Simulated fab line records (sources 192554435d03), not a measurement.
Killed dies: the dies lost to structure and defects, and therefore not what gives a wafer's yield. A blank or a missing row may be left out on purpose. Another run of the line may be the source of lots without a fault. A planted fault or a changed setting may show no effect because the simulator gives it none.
Matching of chambers || flow n5-finfet || rie-diel-03 running N5_BEOL_M1_ETCH_69: 3 sister chambers
The step etches SiARC in CF4, target depth 15.6 nm, time 26 s. 3 wafers are shown with their chamber, then 9 later ones without.

WAFERS PAIRED WITH THEIR CHAMBERS
{"wafer": "L088.1", "chamber": 3, "drypump-motor-current-A (A)": 6.3}
{"wafer": "L088.3", "chamber": 2, "drypump-motor-current-A (A)": 5.6}
{"wafer": "L090.1", "chamber": 0, "drypump-motor-current-A (A)": 5.4}

WAFERS WITHOUT THEIR CHAMBER
{"wafer": "L090.2", "drypump-motor-current-A (A)": 6.3}
{"wafer": "L090.3", "drypump-motor-current-A (A)": 5.7}
{"wafer": "L093.1", "drypump-motor-current-A (A)": 5.4}
{"wafer": "L093.6", "drypump-motor-current-A (A)": 6.3}
{"wafer": "L094.2", "drypump-motor-current-A (A)": 5.7}
{"wafer": "L094.3", "drypump-motor-current-A (A)": 5.4}
{"wafer": "L094.6", "drypump-motor-current-A (A)": 5.7}
{"wafer": "L097.2", "drypump-motor-current-A (A)": 5.4}
{"wafer": "L097.5", "drypump-motor-current-A (A)": 5.7}

WHICH CHAMBER EACH WENT THROUGH
{"wafer": "L090.2", "from the rows above": 3, "in truth": 3}
{"wafer": "L090.3", "from the rows above": 2, "in truth": 2}
{"wafer": "L093.1", "from the rows above": 0, "in truth": 0}
{"wafer": "L093.6", "from the rows above": 3, "in truth": 3}
{"wafer": "L094.2", "from the rows above": 2, "in truth": 2}
{"wafer": "L094.3", "from the rows above": 0, "in truth": 0}
{"wafer": "L094.6", "from the rows above": 2, "in truth": 2}
{"wafer": "L097.2", "from the rows above": 0, "in truth": 0}
{"wafer": "L097.5", "from the rows above": 2, "in truth": 2}
9 of 9 placed correctly. Not placeable from these rows: 0. Wrongly placed: 0.
How it was worked out, from the rows above alone: a wafer's distance from a chamber is the root of the sum, over the readings, of the square of ((its reading less the chamber's mean) divided by the reading's scatter). The wafer belongs to the nearest chamber; if the next one is less than 2 further off, it can't be placed. A chamber's mean is the mean of its shown wafers. The scatter (one wafer shown for each chamber): square how far every hidden wafer sits from the nearest shown wafer, average those squares and take the square root.
